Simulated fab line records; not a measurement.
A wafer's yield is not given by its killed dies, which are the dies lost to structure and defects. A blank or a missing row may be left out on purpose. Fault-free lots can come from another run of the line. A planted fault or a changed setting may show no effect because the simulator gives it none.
fab line records	flow n5Finfet
record: lots: 5	wafers: 15	lastDay: 17
route steps=1938 shown MOL_CONTACT_COAG@523 BEOL_M4@1111 PASSIVATION@1936
lots with no fault: from the same line, run without faults
startH: hours from the record's first day to the start of the lot's first wafer shown	waitH: how many hours have passed since the lot's step before this one	" identical to the entry in the row above	L1.1+2: one row covering several wafers at once	- no value present, or no start provided	* or withheld: withheld	< > ~ a bound
route shown NAME@n: names a module that has steps shown in the file, with the first one's number in the route	usual: mean/standard deviation of fault-free wafers	same: alike in all rows	chamber/n: place in a boat	sites: the reading at each site	_std_site: the values' standard deviation	_edge_site: inner sites' mean taken away from outer sites' mean	radiusMm: how far each site lies from the wafer's centre	mask NAME#n: copy n	behind: tool/chamber where the wafer was last shaped	hold: why the lot was held/for how many hours/how that ended	device: the n, p or np transistor that did not switch	end of line: tests run on the same wafers once the route is complete	step lacking rows: just its recipe	killed: count of dies lost to structure and defects at first sort (not the wafer's yield)	map: the dies of a wafer, with x for killed, . for not killed, _ for no die there
set.NAME: setting as actually run; set.NAME@STEP: the setting as run at that earlier step	model.NAME: the simulator's own value behind a step, which no gauge read
a table for each step, a row for each wafer; lots at some steps of the route
services: when a tool's chamber went out of use (startH, in hours from the record's first day, below 0 if earlier), for how many hours, and the reason
== steps ==
step: N5_MOL_CONTACT_COAG_EXPOSE_05
recipe: maskId: CA	na: 0.33	sourceShape: annular	sigmaInner: 0.4	sigmaOuter: 0.8	polarization: unpolarized	defocusNm: 0	doseMj: 38.25
step: N5_MOL_CONTACT_COAG_PEB_06
recipe: pebTempC: 100	pebTimeS: 60	resist: CAR-EUV
step: N5_MOL_CONTACT_COAG_DEVELOP_07
recipe: developTimeS: 30	developer: TMAH	resist: CAR-EUV	rinseLiquid: surfactantRinse	dry: airSpin	devTempC: 23
step: N5_MOL_CONTACT_COAG_CD_MEAS_08
recipe: targetCdNm: 28	landingEnergyEv: 500	detector: seInlens	polarity: opening
usual: cdNm: 27.83/0.26
lot.wafer	tool	chamber	startH	waitH	cdNm
L762.1	cdSem-03	0	90.73	-	27.74
L762.4	"	0	"	"	28.10
L762.6	"	0	"	"	27.42
L768.2	cdSem-02	0	127.72	-	27.64
L768.4	"	0	"	"	27.89
L768.6	"	0	"	"	28.00
L769.1	cdSem-03	0	129.73	-	27.35
L769.4	"	0	"	"	27.82
L769.6	"	0	"	"	27.96
L783.2	cdSem-03	0	212.29	-	28.18
L783.5	"	0	"	"	27.62
L783.6	"	0	"	"	28.03
L785.1	cdSem-02	0	232.27	-	27.52
L785.3	"	0	"	"	28.13
L785.4	"	0	"	"	28.00
step: N5_MOL_CONTACT_COAG_OVL_MEAS_09
recipe: pointsPerWafer: 522
usual: CA_OVL: 0.6/0.65
lot.wafer	tool	chamber	startH	waitH	CA_OVL[nm]
L762.1	overlay-01	0	90.77	0.0	-0.5
L762.4	"	0	"	"	1.0
L762.6	"	0	"	"	1.4
L768.2	overlay-02	0	127.75	0.0	0.4
L768.4	"	0	"	"	1.1
L768.6	"	0	"	"	0.5
L769.1	overlay-01	0	129.76	0.0	0.0
L769.4	"	0	"	"	-1.1
L769.6	"	0	"	"	-0.3
L783.2	overlay-02	0	212.32	0.0	-0.4
L783.5	"	0	"	"	0.1
L783.6	"	0	"	"	-0.4
L785.1	overlay-02	0	232.30	0.0	1.3
L785.3	"	0	"	"	1.0
L785.4	"	0	"	"	0.3
step: N5_MOL_CONTACT_COAG_INSPECT_10
recipe: mode: adi	inspectInstrument: brightfield
usual: rawDefectCount: 70/26
lot.wafer	tool	chamber	startH	waitH	rawDefectCount
L762.1	defectInspect-02	-	90.82	0.1	48
L762.4	"	-	"	"	36
L762.6	"	-	"	"	91
L768.2	defectInspect-01	-	127.81	0.0	25
L768.4	"	-	"	"	48
L768.6	"	-	"	"	72
L769.1	defectInspect-01	-	129.82	0.1	79
L769.4	"	-	"	"	66
L769.6	"	-	"	"	64
L783.2	defectInspect-02	-	212.38	0.0	65
L783.5	"	-	"	"	61
L783.6	"	-	"	"	101
L785.1	defectInspect-01	-	232.36	0.1	57
L785.3	"	-	"	"	132
L785.4	"	-	"	"	98
step: N5_MOL_CONTACT_COAG_DESCUM_13
recipe: chemistry: O2	timeS: 7	sourcePowerW: 50	biasPowerW: 20	pressureMtorr: 20	rfFrequencyHz: 2.712e+07	tempC: 40	resist: CAR-EUV	o2FlowSccm: 225
usual: drypumpMotorCurrentA: 5.7/0.58	oesProductAu: 0.78/0.097	rfVppV: 243.2/1.4	showerheadPlenumPTorr: 2.10/0.078	throttleValvePct: 20.5/0.32
lot.wafer	tool	chamber	startH	waitH	drypumpMotorCurrentA	oesProductAu	rfHoursCounterH	rfVppV	showerheadPlenumPTorr	throttleValvePct
L762.1	rieDiel-04	2	90.93	0.1	5.6	0.69	225	243.4	2.05	20.5
L762.4	"	0	"	"	6.6	0.74	154	245.0	2.16	20.2
L762.6	"	1	"	"	5.9	0.72	-	244.0	2.18	21.2
L768.2	rieDiel-04	2	127.84	0.0	5.7	0.68	238	242.4	2.04	20.5
L768.4	"	3	"	"	6.2	0.80	103	242.5	2.02	20.6
L768.6	"	0	"	"	6.7	0.75	-	243.0	2.15	20.2
L769.1	rieDiel-05	3	130.01	0.2	6.3	0.69	249	243.5	2.14	20.5
L769.4	"	1	"	"	5.3	0.67	233	243.3	1.96	20.7
L769.6	"	3	"	"	6.3	0.70	-	242.0	2.14	20.5
L783.2	rieDiel-05	1	212.41	0.0	5.3	0.94	9	244.7	2.21	20.4
L783.5	"	3	"	"	6.3	0.94	-	244.3	2.13	20.3
L783.6	"	2	"	"	5.3	0.87	-	243.9	2.13	20.2
L785.1	rieDiel-04	1	232.53	0.2	5.9	0.99	0	243.5	2.16	20.8
L785.3	"	2	"	"	5.7	0.94	19	242.7	2.03	20.3
L785.4	"	3	"	"	6.2	0.76	144	241.6	2.00	20.7
step: N5_MOL_CONTACT_COAG_ETCH_59
recipe: chemistry: N2/H2	target: underlayer	targetDepthA: 130	maskMaterial: CAR-EUV	timeS: 10.4	ionEnergyEv: 200	pressureMtorr: 30	sourceW: 840	biasW: 150	n2FlowSccm: 200	h2FlowSccm: 200	ends: cleared
usual: drypumpMotorCurrentA: 5.8/0.58	etchRfOnTimeS: 10.31/0.25	oesProductAu: 0.66/0.076	rfFwdPowerW: 819.3/2.6	rfVppV: 524.2/2.5	showerheadPlenumPTorr: 2.55/0.091	throttleValvePct: 17.97/0.3
lot.wafer	tool	chamber	startH	waitH	drypumpMotorCurrentA	etchRfOnTimeS	oesProductAu	rfFwdPowerW	rfHoursCounterH	rfVppV	showerheadPlenumPTorr	throttleValvePct
L762.1	rieDiel-04	2	90.97	0.0	5.7	10.61	0.58	820.0	225	522.6	2.50	18.02
L762.4	"	0	"	"	6.7	10.27	0.66	821.4	154	526.3	2.65	17.84
L762.6	"	1	"	"	5.8	9.92	0.62	817.1	-	526.2	2.62	18.33
L768.2	rieDiel-04	2	127.88	0.0	5.7	10.78	0.57	818.7	238	523.2	2.49	18.04
L768.4	"	3	"	"	6.2	10.58	0.67	822.8	103	520.8	2.45	18.15
L768.6	"	0	"	"	6.7	10.33	0.65	816.4	-	526.4	2.65	17.89
L769.1	rieDiel-05	3	130.05	0.0	6.4	10.42	0.59	818.3	249	526.1	2.62	18.08
L769.4	"	1	"	"	5.4	10.10	0.59	821.6	233	520.5	2.41	18.35
L769.6	"	3	"	"	6.4	10.39	0.60	816.7	-	526.0	2.62	18.11
L783.2	rieDiel-05	1	212.45	0.0	5.3	9.87	0.82	821.4	9	528.2	2.72	17.98
L783.5	"	3	"	"	6.3	10.12	0.79	818.9	-	526.4	2.61	17.75
L783.6	"	2	"	"	5.3	10.62	0.71	816.2	-	525.4	2.57	17.47
L785.1	rieDiel-04	1	232.56	0.0	5.9	9.91	0.87	818.9	0	526.5	2.60	17.92
L785.3	"	2	"	"	5.6	10.48	0.78	813.9	19	523.3	2.48	17.68
L785.4	"	3	"	"	6.2	10.53	0.63	818.4	144	522.3	2.44	18.23
step: N5_MOL_CONTACT_COAG_ETCH_105
recipe: chemistry: CF4	target: SiARC	targetDepthA: 156	maskMaterial: CAR-EUV	timeS: 26	ionEnergyEv: 80	pressureMtorr: 40	sourceW: 545	biasW: 36	Ar_flow_sccm: 100	cf4FlowSccm: 100	ends: cleared
usual: drypumpMotorCurrentA: 5.7/0.58	etchRfOnTimeS: 25.9/0.64	oesProductAu: 0.66/0.077	rfFwdPowerW: 531.9/1.5	rfVppV: 184.2/1.2	showerheadPlenumPTorr: 2.15/0.074	throttleValvePct: 15.7/0.31
lot.wafer	tool	chamber	startH	waitH	drypumpMotorCurrentA	etchRfOnTimeS	oesProductAu	rfFwdPowerW	rfHoursCounterH	rfVppV	showerheadPlenumPTorr	throttleValvePct
L762.1	rieDiel-04	2	90.99	0.0	5.6	26.9	0.57	533.1	225	184.4	2.10	15.8
L762.4	"	0	"	"	6.6	26.3	0.65	534.4	154	184.3	2.23	15.6
L762.6	"	1	"	"	5.8	24.9	0.62	530.0	-	186.1	2.21	16.2
L768.2	rieDiel-04	2	127.90	0.0	5.7	26.7	0.56	531.2	238	183.6	2.09	15.8
L768.4	"	3	"	"	6.2	26.3	0.66	532.7	103	183.4	2.08	15.8
L768.6	"	0	"	"	6.7	26.2	0.64	530.5	-	186.0	2.23	15.7
L769.1	rieDiel-05	3	130.07	0.0	6.4	26.4	0.59	531.5	249	185.5	2.18	15.8
L769.4	"	1	"	"	5.3	25.7	0.59	532.3	233	183.6	2.02	16.0
L769.6	"	3	"	"	6.3	26.3	0.59	535.4	-	185.0	2.18	15.8
L783.2	rieDiel-05	1	212.47	0.0	5.3	25.2	0.82	532.0	9	185.0	2.26	15.5
L783.5	"	3	"	"	6.3	25.3	0.78	531.8	-	184.2	2.17	15.4
L783.6	"	2	"	"	5.3	26.3	0.72	531.4	-	183.0	2.15	15.2
L785.1	rieDiel-04	1	232.58	0.0	5.8	24.3	0.87	531.9	0	184.2	2.20	15.7
L785.3	"	2	"	"	5.7	26.4	0.78	533.0	19	184.3	2.08	15.4
L785.4	"	3	"	"	6.2	26.7	0.64	533.0	144	182.8	2.07	15.9
step: N5_MOL_CONTACT_COAG_ETCH_106
recipe: chemistry: N2/H2	target: SOC	targetDepthA: 800	overetchA: 160	maskMaterial: SiARC	tempC: 40	timeS: 120	ionEnergyEv: 200	pressureMtorr: 30	sourceW: 840	biasW: 150	n2FlowSccm: 200	h2FlowSccm: 200
usual: drypumpMotorCurrentA: 5.8/0.58	oesProductAu: 0.69/0.078	rfFwdPowerW: 835/3.1	rfVppV: 524.1/2.7	showerheadPlenumPTorr: 2.55/0.091	throttleValvePct: 17.94/0.3
lot.wafer	tool	chamber	startH	waitH	drypumpMotorCurrentA	oesProductAu	rfFwdPowerW	rfHoursCounterH	rfVppV	showerheadPlenumPTorr	throttleValvePct
L762.1	rieDiel-04	2	91.02	0.0	5.6	0.61	837	225	522.8	2.50	17.98
L762.4	"	0	"	"	6.7	0.69	837	154	527.3	2.65	17.82
L762.6	"	1	"	"	5.9	0.64	842	-	526.9	2.62	18.31
L768.2	rieDiel-04	2	127.93	0.0	5.7	0.61	835	238	524.1	2.49	18.00
L768.4	"	3	"	"	6.2	0.71	836	103	521.5	2.45	18.14
L768.6	"	0	"	"	6.7	0.67	833	-	526.4	2.65	17.84
L769.1	rieDiel-05	3	130.10	0.0	6.3	0.63	834	249	524.4	2.62	18.07
L769.4	"	1	"	"	5.3	0.61	836	233	519.1	2.41	18.29
L769.6	"	3	"	"	6.3	0.62	834	-	526.4	2.62	18.07
L783.2	rieDiel-05	1	212.49	0.0	5.3	0.84	835	9	529.3	2.72	17.92
L783.5	"	3	"	"	6.4	0.80	829	-	527.2	2.61	17.72
L783.6	"	2	"	"	5.3	0.75	831	-	525.3	2.57	17.44
L785.1	rieDiel-04	1	232.61	0.0	5.9	0.88	834	0	525.7	2.60	17.89
L785.3	"	2	"	"	5.7	0.82	836	19	521.5	2.48	17.65
L785.4	"	3	"	"	6.2	0.67	840	144	521.2	2.44	18.20
step: N5_MOL_CONTACT_COAG_STRIP_107
recipe: chemistry: N2/H2	tempC: 40	n2FlowSccm: 200	h2FlowSccm: 200	rfFrequencyHz: 6e+07
step: N5_MOL_CONTACT_COAG_STRIP_108
recipe: chemistry: N2/H2	tempC: 40	n2FlowSccm: 200	h2FlowSccm: 200	rfFrequencyHz: 6e+07
step: N5_MOL_CONTACT_COAG_CONTACT_ETCH_14
recipe: chemistry: C4F6/O2	target: SiO2	targetDepthA: 275	overetchA: 85	maskMaterial: SOC	pressureMtorr: 30	sourceW: 370	biasW: 185	Ar_flow_sccm: 300	C4F6_flow_sccm: 16	O2_flow_sccm: 10	timeS: 20	ionEnergyEv: 259.6
usual: drypumpMotorCurrentA: 5.8/0.58	oes_ar_750_au: 0.77/0.082	oesProductAu: 0.66/0.075	rfFwdPowerW: 363.7/1.8	rfVppV: 693/3.4	showerheadPlenumPTorr: 2.88/0.098	throttleValvePct: 21.4/0.37
lot.wafer	tool	chamber	startH	waitH	drypumpMotorCurrentA	oes_ar_750_au	oesProductAu	rfFwdPowerW	rfHoursCounterH	rfVppV	showerheadPlenumPTorr	throttleValvePct
L762.1	rieDiel-04	2	91.12	0.0	5.7	0.66	0.59	365.6	225	692	2.80	21.2
L762.4	"	0	"	"	6.7	0.76	0.65	364.1	154	697	2.99	21.2
L762.6	"	1	"	"	5.9	0.74	0.60	365.7	-	696	2.98	21.9
L768.2	rieDiel-04	2	128.03	0.0	5.7	0.65	0.57	366.1	238	692	2.80	21.3
L768.4	"	3	"	"	6.2	0.78	0.67	362.5	103	690	2.82	21.7
L768.6	"	0	"	"	6.7	0.75	0.64	362.6	-	696	2.99	21.2
L769.1	rieDiel-05	3	130.20	0.0	6.3	0.78	0.59	451.1	249	652	2.94	21.4
L769.4	"	1	"	"	5.3	0.69	0.58	362.8	233	689	2.71	21.6
L769.6	"	3	"	"	6.3	0.79	0.60	448.8	-	651	2.94	21.4
L783.2	rieDiel-05	1	212.59	0.0	5.3	0.95	0.80	362.2	9	699	3.04	21.2
L783.5	"	3	"	"	6.3	0.91	0.77	360.3	-	695	2.93	21.1
L783.6	"	2	"	"	5.3	0.83	0.72	362.6	-	695	2.88	20.7
L785.1	rieDiel-04	1	232.71	0.0	5.9	1.02	0.84	366.1	0	695	2.96	21.6
L785.3	"	2	"	"	5.6	0.89	0.78	362.8	19	691	2.78	21.0
L785.4	"	3	"	"	6.2	0.74	0.65	365.7	144	689	2.80	21.8
step: N5_MOL_CONTACT_COAG_STRIP_109
recipe: chemistry: C4F6/O2	resist: SiARC	rfFrequencyHz: 6e+07
step: N5_MOL_CONTACT_COAG_ETCH_15
recipe: chemistry: CH3F/O2	target: SiNx	targetDepthA: 70	maskMaterial: SOC	stopOn: Si:P	overEtchFrac: 0.75	ionEnergyEv: 120	pressureMtorr: 30	sourceW: 395	biasW: 73	Ar_flow_sccm: 150	CH3F_flow_sccm: 30	O2_flow_sccm: 20
usual: drypumpMotorCurrentA: 5.7/0.58	oes_ar_750_au: 0.77/0.081	oesProductAu: 0.57/0.064	rfFwdPowerW: 392.2/1.4	rfVppV: 301/7.2	showerheadPlenumPTorr: 2.00/0.071	throttleValvePct: 16.4/0.34
lot.wafer	tool	chamber	startH	waitH	drypumpMotorCurrentA	oes_ar_750_au	oesProductAu	rfFwdPowerW	rfHoursCounterH	rfVppV	showerheadPlenumPTorr	throttleValvePct	model.SOC_of_MOL_CONTACT_COAG_COAT_103.thkNm
L762.1	rieDiel-04	2	91.15	0.0	5.6	0.65	0.50	392.4	225	306	1.95	16.5	75.2
L762.4	"	0	"	"	6.7	0.76	0.55	391.6	154	310	2.08	16.3	75.6
L762.6	"	1	"	"	5.9	0.74	0.53	392.7	-	291	2.08	17.0	75.2
L768.2	rieDiel-04	2	128.06	0.0	5.7	0.65	0.50	392.3	238	307	1.94	16.5	75.2
L768.4	"	3	"	"	6.2	0.78	0.58	393.1	103	304	1.95	16.6	75
L768.6	"	0	"	"	6.7	0.75	0.55	393.6	-	311	2.08	16.3	75.4
L769.1	rieDiel-05	3	130.23	0.0	6.3	0.70	0.51	389.5	249	306	2.04	16.5	74.8
L769.4	"	1	"	"	5.3	0.70	0.50	390.8	233	299	1.88	16.7	75.4
L769.6	"	3	"	"	6.3	0.70	0.51	389.7	-	308	2.04	16.5	75
L783.2	rieDiel-05	1	212.63	0.0	5.3	0.95	0.68	392.4	9	303	2.12	16.3	75
L783.5	"	3	"	"	6.3	0.90	0.67	392.9	-	306	2.04	16.1	75
L783.6	"	2	"	"	5.3	0.82	0.61	391.9	-	297	2.00	15.8	75
L785.1	rieDiel-04	1	232.75	0.0	5.9	1.02	0.72	392.8	0	292	2.06	16.5	74.8
L785.3	"	2	"	"	5.7	0.88	0.67	391.1	19	306	1.93	16.1	74.6
L785.4	"	3	"	"	6.2	0.74	0.55	392.2	144	304	1.94	16.7	74.8
step: N5_MOL_CONTACT_COAG_ETCH_110
recipe: chemistry: CF4/O2	target: Si	targetDepthA: 25	timeS: 8	pressureMtorr: 100	sourceW: 200	biasW: 12	ionEnergyEv: 60	Ar_flow_sccm: 100	cf4FlowSccm: 100	O2_flow_sccm: 10
usual: drypumpMotorCurrentA: 5.7/0.58	oes_ar_750_au: 0.77/0.08	oesProductAu: 0.78/0.09	rfFwdPowerW: 198.3/0.66	rfVppV: 129/3.8	showerheadPlenumPTorr: 2.23/0.076	throttleValvePct: 10.9/0.35
lot.wafer	tool	chamber	startH	waitH	drypumpMotorCurrentA	oes_ar_750_au	oesProductAu	rfFwdPowerW	rfHoursCounterH	rfVppV	showerheadPlenumPTorr	throttleValvePct
L762.1	rieDiel-04	2	91.21	0.0	5.7	0.65	0.67	199.1	225	133	2.18	11.1
L762.4	"	0	"	"	6.7	0.76	0.76	197.8	154	133	2.31	10.8
L762.6	"	1	"	"	5.8	0.74	0.73	199.4	-	123	2.30	11.3
L768.2	rieDiel-04	2	128.12	0.0	5.7	0.65	0.65	198.3	238	133	2.18	11.1
L768.4	"	3	"	"	6.2	0.78	0.78	199.4	103	130	2.16	10.9
L768.6	"	0	"	"	6.7	0.75	0.75	197.8	-	135	2.31	10.9
L769.1	rieDiel-05	3	130.29	0.0	6.3	0.70	0.69	198.1	249	131	2.26	11.1
L769.4	"	1	"	"	5.3	0.69	0.68	197.5	233	127	2.10	11.2
L769.6	"	3	"	"	6.3	0.70	0.70	198.7	-	131	2.26	11.1
L783.2	rieDiel-05	1	212.69	0.0	5.3	0.95	0.97	198.4	9	129	2.35	10.6
L783.5	"	3	"	"	6.4	0.91	0.94	197.7	-	132	2.25	10.4
L783.6	"	2	"	"	5.3	0.81	0.85	198.6	-	125	2.24	10.3
L785.1	rieDiel-04	1	232.81	0.0	5.8	1.03	1.02	198.4	0	124	2.28	10.7
L785.3	"	2	"	"	5.7	0.87	0.91	197.3	19	133	2.17	10.5
L785.4	"	3	"	"	6.2	0.74	0.75	198.5	144	132	2.15	11.0
step: N5_BEOL_M4_RC_MEAS_101
usual: DIBL_N: 36.8/2.2	DIBL_P: 37.0/2.8	IOFF_N: 0.18/0.043	IOFF_P: 0.23/0.05	ION_N: 680/14	ION_P: 466/9.1	SS_N: 71.7/0.74	SS_P: 73.5/0.79	VT_N: 248/4	VT_P: -249/4.1
lot.wafer	tool	chamber	startH	waitH	DIBL_N[mV/V]	DIBL_P[mV/V]	IOFF_N[nA/um]	IOFF_P[nA/um]	ION_N[uA/um]	ION_P[uA/um]	SS_N[mV/dec]	SS_P[mV/dec]	VT_N[mV]	VT_P[mV]
L762.1	prober-01	0	177.23	0.0	36.4	37.3	0.17	0.23	687	467	71.4	74.1	246	-248
L762.4	"	0	"	"	35.0	36.8	0.14	0.21	664	463	70.8	74.5	249	-250
L762.6	"	0	"	"	33.2	33.7	0.11	0.16	657	455	71.3	73.3	255	-252
L769.1	prober-02	0	203.33	0.0	37.4	36.4	0.17	0.24	682	468	72.3	73.7	250	-248
L769.4	"	0	"	"	37.2	36.4	0.16	0.23	680	468	71.4	73.6	247	-246
L769.6	"	0	"	"	34.5	33.6	0.12	0.18	671	466	71.1	72.3	253	-253
L768.2	prober-02	0	205.30	0.2	34.9	32.8	0.12	0.16	645	446	71.9	72.7	257	-255
L768.4	"	0	"	"	37.9	36.0	0.17	0.20	670	459	72.4	73.5	252	-255
L768.6	"	0	"	"	37.1	35.9	0.17	0.21	683	466	71.9	73.4	248	-250
L783.2	prober-01	0	291.65	0.2	38.2	36.8	0.20	0.21	685	460	73.4	73.5	249	-253
L783.5	"	0	"	"	39.9	39.7	0.23	0.27	689	469	73.1	74.4	244	-247
L783.6	"	0	"	"	35.9	35.6	0.16	0.20	680	461	71.6	73.0	252	-253
L785.1	prober-02	0	298.90	0.0	37.5	38.4	0.21	0.27	689	477	72.1	73.1	244	-242
L785.3	"	0	"	"	35.7	37.0	0.18	0.24	687	477	71.6	73.1	244	-246
L785.4	"	0	"	"	34.9	34.6	0.16	0.20	671	465	71.3	73.1	247	-249
step: N5_PASSIVATION_PROBE_49
usual: defectLimitedYield: 91.4/1.5	killed_at_M0_to_M3: 36/11	killed_at_M4_up: 14/6	killedAtContacts: 11/6	killedAtFrontEnd: 37/11	killedAtOther: 4/3.4	killedDies: 102/18	killedOnRim: 13/3.5	killedOpen: 66/13	killedShort: 34/7.8	sort_bin_4_leakage: 0.00/0.017	sort_bin_5_function: 5.0/0.97	sort_bin_6_memory: 3.2/0.7	sortNPass: 1078/19	sortYieldPct: 91.3/1.6
same: grossDies: 1180	killedAtBackSide: 0	sort_bin_8_speed[%]: 0
lot.wafer	tool	chamber	startH	waitH	defectLimitedYield[%]	killed_at_M0_to_M3	killed_at_M4_up	killedAtContacts	killedAtFrontEnd	killedAtOther	killedDies	killedOnRim	killedOpen	killedShort	sort_bin_4_leakage[%]	sort_bin_5_function[%]	sort_bin_6_memory[%]	sortNPass	sortYieldPct[%]
L762.1	prober-02	-	281.69	0.0	92.0	18	22	12	35	7	94	17	62	28	0	4.7	3.0	1086	92.0
L762.4	prober-02	-	281.84	0.2	92.3	38	18	5	28	2	91	11	59	30	0	4.5	2.7	1089	92.3
L762.6	prober-02	-	281.94	0.3	88.4	50	27	12	43	5	137	12	85	48	0	6.3	4.7	1043	88.4
L769.1	prober-01	-	306.27	0.0	91.9	32	17	9	34	4	96	9	65	31	0	4.7	3.0	1084	91.9
L769.4	prober-01	-	306.42	0.2	90.8	50	10	8	38	2	108	17	73	33	0	5.1	3.9	1072	90.8
L769.6	prober-01	-	306.52	0.3	91.8	31	16	10	36	4	97	11	57	36	0	5.4	2.5	1083	91.8
L768.2	prober-02	-	313.25	0.1	88.8	25	16	34	56	1	132	18	82	49	0	6.4	4.4	1048	88.8
L768.4	prober-02	-	313.35	0.2	88.3	41	17	15	63	2	138	15	90	47	0	6.1	5.1	1042	88.3
L768.6	prober-02	-	313.45	0.3	87.6	44	26	17	55	4	146	15	98	47	0	8.1	3.7	1034	87.6
L785.1	prober-01	-	401.06	0.0	93.2	34	7	6	33	0	80	12	51	29	0.08	3.9	2.7	1099	93.1
L785.3	prober-01	-	401.16	0.1	88.4	54	16	5	60	2	137	19	79	53	0	6.1	4.6	1043	88.4
L785.4	prober-01	-	401.21	0.2	92.8	29	4	4	38	10	85	10	45	34	0	3.9	2.9	1095	92.8
killed by level:class
L762.1 BEOL_M4:geometricParticle:open=13 MOL_CONTACT_COAG:geometricParticle:open=11 FIN_SAQP:geometricParticle:short=8 STI_FIN_REVEAL:geometricParticle:open=5 BEOL_M3:geometricParticle:open=5 FIN_SAQP:geometricParticle:open=4 BEOL_M0_SAQP:geometricParticle:open=4 BEOL_M1:geometricParticle:open=3
L762.4 BEOL_M3:geometricParticle:open=12 FIN_SAQP:geometricParticle:short=7 BEOL_M4:geometricParticle:open=7 FIN_SAQP:geometricParticle:open=5 BEOL_M0_SAQP:geometricParticle:open=5 BEOL_M0_SAQP:geometricParticle:short=5 DUMMY_GATE:geometricParticle:open=4 BEOL_M0:geometricParticle:open=4
L762.6 BEOL_M0_SAQP:geometricParticle:open=17 BEOL_M4:geometricParticle:open=17 BEOL_M0_SAQP:geometricParticle:short=13 FIN_SAQP:geometricParticle:open=12 FIN_SAQP:geometricParticle:short=9 MOL_CONTACT_COAG:geometricParticle:open=9 STARTING-WAFER:geometricParticle:short=8 STI_FIN_REVEAL:geometricParticle:open=7
L769.1 BEOL_M3:geometricParticle:open=9 STI_FIN_REVEAL:geometricParticle:open=7 MOL_CONTACT_COAG:geometricParticle:open=7 DUMMY_GATE:geometricParticle:open=6 BEOL_M0_SAQP:geometricParticle:short=5 ILD0:geometricParticle:open=4 BEOL_M0_SAQP:geometricParticle:open=4 BEOL_M4:geometricParticle:open=4
L769.4 BEOL_M3:geometricParticle:open=17 BEOL_M0_SAQP:geometricParticle:short=12 FIN_SAQP:geometricParticle:open=7 MOL_CONTACT_COAG:geometricParticle:open=7 BEOL_M0_SAQP:geometricParticle:open=7 STI_FIN_REVEAL:geometricParticle:open=5 BEOL_M5:geometricParticle:open=5 FIN_CUT:geometricParticle:open=4
L769.6 BEOL_M4:geometricParticle:open=9 FIN_SAQP:geometricParticle:short=8 BEOL_M1:geometricParticle:open=8 BEOL_M0_SAQP:geometricParticle:short=6 GATE_CUT:geometricParticle:short=6 STI_FIN_REVEAL:geometricParticle:open=5 MOL_CONTACT_COAG:geometricParticle:short=5 BEOL_M2:geometricParticle:open=5
L768.2 MOL_CONTACT_COAG:geometricParticle:open=27 FIN_SAQP:geometricParticle:open=15 FIN_SAQP:geometricParticle:short=15 STI_FIN_REVEAL:geometricParticle:open=7 MOL_CONTACT_COAG:geometricParticle:short=7 BEOL_M0_SAQP:geometricParticle:open=7 BEOL_M2:geometricParticle:open=7 BEOL_M0_SAQP:geometricParticle:short=5
L768.4 FIN_SAQP:geometricParticle:open=29 FIN_SAQP:geometricParticle:short=17 BEOL_M0_SAQP:geometricParticle:short=11 MOL_CONTACT_COAG:geometricParticle:open=11 BEOL_M0_SAQP:geometricParticle:open=10 BEOL_M4:geometricParticle:open=9 BEOL_M3:geometricParticle:short=6 BEOL_M3:geometricParticle:open=5
L768.6 FIN_SAQP:geometricParticle:open=26 BEOL_M0_SAQP:geometricParticle:open=15 FIN_SAQP:geometricParticle:short=14 BEOL_M4:geometricParticle:open=13 MOL_CONTACT_COAG:geometricParticle:open=12 BEOL_M0_SAQP:geometricParticle:short=12 BEOL_M3:geometricParticle:short=6 MOL_CONTACT_COAG:geometricParticle:short=5
L785.1 BEOL_M2:geometricParticle:open=13 FIN_SAQP:geometricParticle:short=12 FIN_SAQP:geometricParticle:open=6 BEOL_M0_SAQP:geometricParticle:short=6 BEOL_M0_SAQP:geometricParticle:open=6 BEOL_M3:geometricParticle:open=6 DUMMY_GATE:geometricParticle:open=3 STI_FIN_REVEAL:geometricParticle:open=3
L785.3 BEOL_M0_SAQP:geometricParticle:short=20 BEOL_M0_SAQP:geometricParticle:open=14 STI_FIN_REVEAL:geometricParticle:open=12 DUMMY_GATE:geometricParticle:open=11 FIN_SAQP:geometricParticle:short=7 BEOL_M2:geometricParticle:open=6 BEOL_M3:geometricParticle:open=5 STARTING-WAFER:geometricParticle:short=5
L785.4 STI_FIN_REVEAL:geometricParticle:open=10 BEOL_M0_SAQP:geometricParticle:open=10 BEOL_M0_SAQP:geometricParticle:short=9 FIN_SAQP:geometricParticle:short=5 FIN_SAQP:geometricParticle:open=4 ILD0:geometricParticle:short=4 BEOL_M2:geometricParticle:open=4 MIM_TOP_ETCH:geometricParticle:short=4
== services ==
tool	chamber	startH	hours	kind
rieDiel-05	3	133.54	-	clean
rieDiel-05	3	133.54	-	consumableReplace:focusRing
rieDiel-05	3	133.54	18.2	scheduledDown
rieDiel-05	3	133.54	18.2	ventCycle
rieDiel-04	0	138.65	5.3	repair
rieDiel-04	2	159.67	-	clean
rieDiel-04	2	159.67	-	consumableReplace:focusRing
rieDiel-04	2	159.67	21.8	scheduledDown
rieDiel-04	2	159.67	21.8	ventCycle
rieDiel-05	1	170.15	-	clean
rieDiel-05	1	170.15	-	consumableReplace:focusRing
rieDiel-05	1	170.15	-	consumableReplace:showerhead
rieDiel-05	1	170.15	17.4	scheduledDown
rieDiel-05	1	170.15	17.4	ventCycle
rieDiel-05	0	200.40	-	clean
rieDiel-05	0	200.40	-	consumableReplace:focusRing
rieDiel-05	0	200.40	-	consumableReplace:showerhead
rieDiel-05	0	200.40	14.8	scheduledDown
rieDiel-05	0	200.40	14.8	ventCycle
rieDiel-04	1	214.39	-	clean
rieDiel-04	1	214.39	-	consumableReplace:focusRing
rieDiel-04	1	214.39	16.8	scheduledDown
rieDiel-04	1	214.39	16.8	ventCycle
== key ==
firstSign: step: N5_MOL_CONTACT_COAG_CONTACT_ETCH_14	reading: rfFwdPowerW	direction: up	sigmas: 48	usual: *	struck: *
effect: step: N5_MOL_CONTACT_COAG_CONTACT_ETCH_14	reading: rfVppV	direction: down	sigmas: 12	usual: 693	struck: 652
modelEffect: step: N5_MOL_CONTACT_COAG_ETCH_15	value: SOC_of_MOL_CONTACT_COAG_COAT_103.thkNm	without: 75.3	struck: 74.9
metAt N5_MOL_CONTACT_COAG_CONTACT_ETCH_14
struckWafers L769.1,L769.6
fault: kind: processParameterDrift	tool: rieDiel-05	chamber: 3	onsetH: 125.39	steps: N5_MOL_CONTACT_COAG_CONTACT_ETCH_14	channel: sourceW	offset: 88.8	shape: step	endH: 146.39	actsIn: theseRecipesOnly	stated: 370
